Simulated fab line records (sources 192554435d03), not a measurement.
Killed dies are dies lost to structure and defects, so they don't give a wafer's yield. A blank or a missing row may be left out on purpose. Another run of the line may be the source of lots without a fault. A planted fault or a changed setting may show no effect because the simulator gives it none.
Which tool did it? -- flow n5-finfet -- 12 lots, 36 wafers sampled, at 5 steps of a route of 1938

WHAT THE GAUGES SHOWED, per wafer
N5_BEOL_M11_CD_MEAS_35 targets a cd of 70 nm. Usual: cd-nm at 70.1 nm, with a standard deviation of 0.56.
lot,measured,on,cd-nm (nm),flag
L887,day 10 22:12,cd-sem-02,70.2 70.3 70.6,
L890,day 11 11:10,cd-sem-03,69.9 69.9 70.0,
L888,day 11 16:23,cd-sem-01,69.5 69.5 68.8,
L891,day 11 21:18,cd-sem-03,69.4 69.8 69.8,
L892,day 12 00:08,cd-sem-01,69.3 70.3 70.3,
L893,day 12 11:56,cd-sem-02,70.6 70.8 70.1,
L899,day 13 17:26,cd-sem-01,69.4 70.4 69.8,
L898,day 13 23:20,cd-sem-03,70.3 70.5 70.8,
L905,day 15 03:30,cd-sem-01,69.6 69.6 69.5,
L900,day 15 03:33,cd-sem-01,70.0 70.4 69.7,
L907,day 16 18:22,cd-sem-03,70.3 70.1 69.9,
L908,day 16 18:25,cd-sem-01,69.8 70.0 71.3,

N5_BEOL_M11_INSPECT_58: inspects for defects (darkfield). Usual: raw-defect-count at 75, with a standard deviation of 26.
lot,measured,on,raw-defect-count,flag
L887,day 11 00:58,defect-inspect-02,79 137 55,
L890,day 11 14:47,defect-inspect-02,57 90 62,
L888,day 11 19:35,defect-inspect-01,72 65 55,
L891,day 12 00:41,defect-inspect-01,58 46 64,
L892,day 12 03:27,defect-inspect-01,60 58 98,
L893,day 12 16:16,defect-inspect-01,82 84 75,
L899,day 13 20:10,defect-inspect-01,75 81 70,
L898,day 14 03:11,defect-inspect-02,77 124 98,
L905,day 15 06:06,defect-inspect-01,92 130 101,
L900,day 15 06:22,defect-inspect-01,106 67 95,
L907,day 16 20:59,defect-inspect-02,50 32 72,
L908,day 16 21:14,defect-inspect-01,97 53 82,

N5_BEOL_M12_THK_MEAS_01. Usual: M12_ILD_THK 660 nm, standard deviation 7.7.
lot,measured,on,M12_ILD_THK (nm),flag
L887,day 11 01:08,film-metro-02,655 655 667,
L890,day 11 14:57,film-metro-01,657 661 658,
L888,day 11 19:46,film-metro-01,656 657 670,
L891,day 12 00:51,film-metro-02,664 661 672,
L892,day 12 03:40,film-metro-02,670 665 661,
L893,day 12 16:26,film-metro-02,653 667 666,
L899,day 13 20:20,film-metro-01,655 654 658,
L898,day 14 03:22,film-metro-01,664 659 669,
L905,day 15 06:16,film-metro-01,661 659 670,
L900,day 15 06:32,film-metro-01,658 657 660,
L907,day 16 21:13,film-metro-02,662 668 673,
L908,day 16 21:24,film-metro-01,657 661 666,

WHICH TOOL RAN EACH LOT (tool, then ch and the chambers of the sampled wafers, then the start)
lot,N5_BEOL_M11_ECD_50,N5_BEOL_M11_CMP_52
L887,"ecd-cu-01 ch 1, day 10 23:32","cmp-01 ch 0,2,3, day 11 00:34"
L890,"ecd-cu-01 ch 0,1, day 11 13:56","cmp-01 ch 0,1, day 11 14:20"
L888,"ecd-cu-01 ch 0,1, day 11 18:19","cmp-01 ch 0,1,3, day 11 19:08"
L891,"ecd-cu-01 ch 0,1, day 11 23:44","cmp-02 ch 1,2, day 12 00:14"
L892,"ecd-cu-02 ch 0,1, day 12 02:36","cmp-02 ch 0,1, day 12 03:00"
L893,"ecd-cu-01 ch 0,1, day 12 13:58","cmp-04 ch 0,2, day 12 15:52"
L899,"ecd-cu-01 ch 0,1, day 13 19:07","cmp-02 ch 1,2,3, day 13 19:45"
L898,"ecd-cu-02 ch 0,1, day 14 01:53","cmp-01 ch 2,3, day 14 02:44"
L905,"ecd-cu-01 ch 0,1, day 15 05:15","cmp-02 ch 0,2,3, day 15 05:39"
L900,"ecd-cu-02 ch 0,1, day 15 05:27","cmp-01 ch 1,2,3, day 15 05:55"
L907,"ecd-cu-02 ch 0,1, day 16 20:08","cmp-04 ch 2,3, day 16 20:32"
L908,"ecd-cu-01 ch 0,1, day 16 20:23","cmp-01 ch 0,1,3, day 16 20:47"
- N5_BEOL_M11_ECD_50: material Cu, target thk 318 nm.
- N5_BEOL_M11_CMP_52: polishes, stops on SiCOH lowk, t overpolish 7 s, target thk 140 nm.

WHAT THE TOOLS THEMSELVES READ (means of the sampled wafers that have a number; where no wafer has one, the mark that the record gives instead)
N5_BEOL_M11_CMP_52. Usual: clearing-platen-rpm 50.000 rpm, standard deviation 0.028; motor-current-A 5.9 A, standard deviation 0.6; slurry-flow-ml-min 150.0, standard deviation 0.49; time-to-endpoint-s 66.8 s, standard deviation 2.8.
lot,tool,clearing-platen-rpm (rpm),motor-current-A (A),slurry-flow-ml-min,time-to-endpoint-s (s),flag
L887,cmp-01,50.020,6.0,150.2,66.6,
L890,cmp-01,49.992,5.6,150.0,68.4,
L888,cmp-01,50.002,6.2,150.2,69.3,
L891,cmp-02,50.003,5.7,150.0,64.4,
L892,cmp-02,49.961,5.5,150.1,64.3,
L893,cmp-04,50.005,6.7,149.7,62.7,
L899,cmp-02,49.998,5.4,149.8,65.1,
L898,cmp-01,49.998,6.1,149.7,69.6,
L905,cmp-02,49.999,5.8,149.5,68.7,
L900,cmp-01,50.023,6.2,150.3,34.2,OFF
L907,cmp-04,49.993,7.0,150.1,35.9,OFF
L908,cmp-01,50.020,6.1,149.8,62.7,

THE ANSWER, worked out from the rows above alone
Rule: a lot is off if the mean of its wafers that have a number lies more than 3 standard deviations from the usual mean. A lot without any number at a reading at which 4 lots or more have one is off too. The other lots that the step has rows for count as sound. First the gauges in route order, then the tools' own readings, where a lot's mean is used as printed above. At the first step where some lot is off, the reading lying furthest off is the one used; lots without a number count as furthest.
Off at N5_BEOL_M11_CMP_52 (time-to-endpoint-s): L900, L907.
A tool fits if, at that step or a process step before it, it ran every lot that is off, and no sound lot after the first of them. One fits: N5_BEOL_M11_ECD_50 on ecd-cu-02. A fault onset in the window from L898 (day 14 01:53, its last sound lot) to L900 (day 15 05:27, its first lot off) fits.

WHAT WAS PUT IN BY THE SIMULATOR
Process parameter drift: ecd-cu-02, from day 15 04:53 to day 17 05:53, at N5_BEOL_M11_ECD_50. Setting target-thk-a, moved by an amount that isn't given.
Lots struck among those shown: L900, L907. The rule above found the same.
